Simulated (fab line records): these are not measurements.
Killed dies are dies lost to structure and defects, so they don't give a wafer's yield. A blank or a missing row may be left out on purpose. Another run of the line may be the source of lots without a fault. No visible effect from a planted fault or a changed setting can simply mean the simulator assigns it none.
The tool behind it: which one?	flow nand harc	6 lots, 18 wafers sampled, at 5 steps of a route of 1159

WHAT EACH GAUGE READ, for each wafer
NHARC_END_SORT_01.
lot	measured	on	killed at array
L332	day 25 03:59	prober-01	41 109 53

TOOL THAT RAN EACH LOT (tool first, then ch and the chambers of the sampled wafers, then the start)
lot	NHARC_A_CONTACT_ETCH_127	NHARC_THIN_TSV_DEP_47	NHARC_THIN_TSV_STRIP_62	NHARC_THIN_TSV_DEGAS_53
L333	har cap etch-01 ch 0,1, day 20 08:31	pecvd-01 ch 0,2, day 24 10:50	plasma asher-01 ch 0,1, day 24 11:37	pvd sputter-01, day 24 13:49
L332	har cap etch-03 ch 0,1, day 20 14:08	pecvd-01 ch 0,2, day 24 11:59	plasma asher-01 ch 0,1, day 24 12:44	pvd sputter-02, day 24 14:56
L344	har cap etch-01 ch 0,1, day 21 22:55	pecvd-01 ch 0,1,2, day 25 05:44	plasma asher-02 ch 0,1, day 25 06:30	pvd sputter-03, day 25 08:53
L349	har cap etch-01 ch 0,1, day 23 04:29	pecvd-04 ch 0,2, day 26 10:04	plasma asher-01 ch 0,1, day 26 10:49	pvd sputter-03, day 26 12:59
L347	har cap etch-02 ch 0,1, day 23 10:01	pecvd-03 ch 0,1, day 26 18:41	plasma asher-02 ch 0,1, day 26 19:26	pvd sputter-02, day 26 21:38
L354	har cap etch-01 ch 0,1, day 24 08:37	pecvd-04 ch 1,2, day 27 14:26	plasma asher-01 ch 0,1, day 27 15:13	pvd sputter-01, day 27 17:28
- NHARC_A_CONTACT_ETCH_127: etches the open film in C4F8/O2/Ar, time 155 s, target depth 956 nm.
- NHARC_THIN_TSV_DEP_47: deposits SiO2, target thk 200 nm.
- NHARC_THIN_TSV_STRIP_62: strips in N2/H2, time 20 s.
- NHARC_THIN_TSV_DEGAS_53: time 60 s.

THE ANSWER, worked out from the rows above alone
Rule: what is usual is taken from the lots themselves. Put in order of their means at a reading, lots are off if they are a third of the lots or fewer, leave a main group of 4 or more, and stand apart from it by a gap of 3 or more times the standard deviation of the main group's means; of several such gaps the widest counts. A main group whose means are all the same, to the digits that the tables above print for the reading, isn't used. A lot without any number at a reading at which 4 lots or more have one is off too. The other lots that the step has rows for count as sound.
Nothing can be told from this: no lot is off at any reading shown.

WHAT HAD BEEN PUT IN BY THE SIMULATOR
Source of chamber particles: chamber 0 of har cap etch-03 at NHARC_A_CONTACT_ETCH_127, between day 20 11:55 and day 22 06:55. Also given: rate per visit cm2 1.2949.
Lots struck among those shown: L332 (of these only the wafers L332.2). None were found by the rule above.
